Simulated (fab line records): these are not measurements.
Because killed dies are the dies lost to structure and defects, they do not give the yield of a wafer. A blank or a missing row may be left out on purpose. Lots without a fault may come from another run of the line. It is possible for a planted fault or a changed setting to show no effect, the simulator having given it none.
Matching of chambers	flow n5 finfet	pecvd-02 running N5_BEOL_M11_PECVD_70: 3 sister chambers
The step deposits SiO2 from TEOS/O2, target thk 20 nm, time 22.7 s. 6 wafers are shown with their chamber, then 10 later ones without.

== WAFERS, EACH WITH ITS CHAMBER ==
wafer	chamber	throttle valve pct (%)	heater power w (W)
L083.1	0	23.8	790
L085.4	1	22.2	630
L085.5	0	24.4	839
L085.6	2	21.7	700
L091.1	1	22.1	602
L091.3	2	21.7	600

== WAFERS WITHOUT THEIR CHAMBER ==
wafer	throttle valve pct (%)	heater power w (W)
L091.5	21.7	596
L093.1	24.3	726
L093.3	21.8	685
L093.4	22.2	559
L095.2	21.9	699
L095.3	22.3	661
L095.5	24.3	750
L094.1	21.9	687
L094.5	24.2	803
L094.6	22.0	533

== CHAMBER TAKEN BY EACH ==
wafer	from the rows above	in truth
L091.5	can't be placed: 2 or 1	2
L093.1	0	0
L093.3	can't be placed: 2 or 1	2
L093.4	can't be placed: 1 or 2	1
L095.2	can't be placed: 2 or 1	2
L095.3	can't be placed: 1 or 2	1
L095.5	0	0
L094.1	can't be placed: 2 or 1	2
L094.5	0	0
L094.6	can't be placed: 1 or 2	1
Correctly placed: 3 of 10. Unplaceable from these rows: 7, with the true chamber sitting among the candidates in 7. Placed wrongly: 0.
How it was worked out, from the rows above alone: a wafer's distance from a chamber is the root of the sum, over the readings, of the square of ((its reading less the chamber's mean) divided by the reading's scatter). If the next closest chamber is less than 2 further off than the closest, the wafer can't be placed; otherwise it belongs to the closest. For every chamber, the mean is computed from those of its wafers that are shown. The scatter: take each reading less its chamber's mean, square it, sum over the shown wafers, divide by the number of wafers less the number of chambers, and take the root.
